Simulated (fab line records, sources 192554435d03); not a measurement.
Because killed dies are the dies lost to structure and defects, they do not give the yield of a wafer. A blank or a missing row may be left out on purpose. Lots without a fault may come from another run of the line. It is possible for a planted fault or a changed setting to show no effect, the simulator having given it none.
A struck lot beside a sound one | flow n5Finfet | 14 out of 1938 route steps
Sound: wafers L256.2, L256.5, L256.6. Struck: wafer L269.3. (L269.2, L269.6 of the same lot were not struck and are left out.) The cause comes at the end.
At each step with rows: each side's tool, then ch and its chambers, then its first start. Under that, the readings that differ: sound wafers | struck wafers | difference of the means | sigmas: that difference in standard deviations of wafers without a fault.
alike: readings whose means differ by less than 2 such deviations, and words and numbers that are the same on both sides. not compared: withheld readings, readings that some wafer has no value for, bounds like >300 that may hide the same value, and numbers for which the record gives no deviation and whose values overlap.
Wherever a step has rows on one side only, a row that says differs or no value, or a row with sigmas, the two part there. Numbers that have no deviation but don't overlap get no sigmas and don't part them. A reading that every wafer of one side lacks parts them only if that side has two wafers or more.

first, 7 steps without rows for these wafers: N5_PASSIVATION_COAT_38; N5_PASSIVATION_EBR_40; N5_PASSIVATION_SOFTBAKE_39 (time 120 s); N5_PASSIVATION_EXPOSE_41 (exposes mask PASS OPEN, defocus 0 nm, target cd 40000 nm); N5_PASSIVATION_PEB_42; N5_PASSIVATION_DEVELOP_43 (develop time 60 s); N5_PASSIVATION_HARDBAKE_45 (time 120 s).
N5_PASSIVATION_CD_MEAS_44 targets a cd of 40000 nm.
  sound on cdSem-03 ch 0, day 13 11:10; struck on cdSem-01 ch 0, day 16 23:14
reading   | sound             | struck | difference | sigmas
cdNm (nm) | 39995 40001 39999 | 40007  | +9         | +2
N5_PASSIVATION_OVL_MEAS_66:
  sound on overlay-02 ch 0, day 13 11:11; struck on overlay-01 ch 0, day 16 23:16
  alike: PASS_OPEN_OVL
N5_PASSIVATION_INSPECT_67: inspects for defects (macro).
  sound on defectInspect-01 at day 13 11:13; struck on defectInspect-01 at day 16 23:17
  alike: rawDefectCount
N5_PASSIVATION_DESCUM_46: chemistry O2, time 7.9 s.
  sound on rieDiel-01 ch 0,1, day 13 11:14; struck on rieDiel-01 ch 3, day 16 23:25
  alike: drypumpMotorCurrentA, oesProductAu, rfVppV, showerheadPlenumPTorr, throttleValvePct
  not compared: rfHoursCounterH
N5_PASSIVATION_PASS_ETCH_47: etches SiNx in CF4/O2, target depth 770 nm, time 385 s.
  sound on rieDiel-01 ch 0,1, day 13 11:17; struck on rieDiel-01 ch 3, day 16 23:26
  alike: drypumpMotorCurrentA, oes_f_703_au, oesProductAu, rfVppV, showerheadPlenumPTorr, throttleValvePct
  not compared: rfHoursCounterH
N5_PASSIVATION_ETCH_54: etches SiO2 in CHF3/O2, target depth 880 nm, time 440 s.
  sound on rieDiel-01 ch 0,1, day 13 11:31; struck on rieDiel-01 ch 3, day 16 23:40
reading                               | sound             | struck | difference | sigmas
model.PASSIVATION.featureDepthNm (nm) | 856.4 861.4 892.2 | 1207   | +337       | 
model.etch.depthNm (nm)               | 856.5 861.4 892.1 | 1207   | +337       | 
  alike: drypumpMotorCurrentA, oes_f_703_au, oesProductAu, rfVppV, showerheadPlenumPTorr, throttleValvePct
  not compared: rfHoursCounterH
N5_PASSIVATION_STRIP_48: strips in O2.
  sound on rieDiel-01 ch 0,1, day 13 11:47; struck on rieDiel-01 ch 3, day 16 23:58
  alike: drypumpMotorCurrentA, oesProductAu, rfVppV, showerheadPlenumPTorr, throttleValvePct
  not compared: rfHoursCounterH

== WHERE THEY PART ==
Only at N5_PASSIVATION_CD_MEAS_44, within this record. Later steps at which nothing parts them and some readings are alike: N5_PASSIVATION_OVL_MEAS_66, N5_PASSIVATION_INSPECT_67, N5_PASSIVATION_DESCUM_46, N5_PASSIVATION_PASS_ETCH_47, N5_PASSIVATION_ETCH_54, N5_PASSIVATION_STRIP_48.

WHY: whatever the simulator had introduced
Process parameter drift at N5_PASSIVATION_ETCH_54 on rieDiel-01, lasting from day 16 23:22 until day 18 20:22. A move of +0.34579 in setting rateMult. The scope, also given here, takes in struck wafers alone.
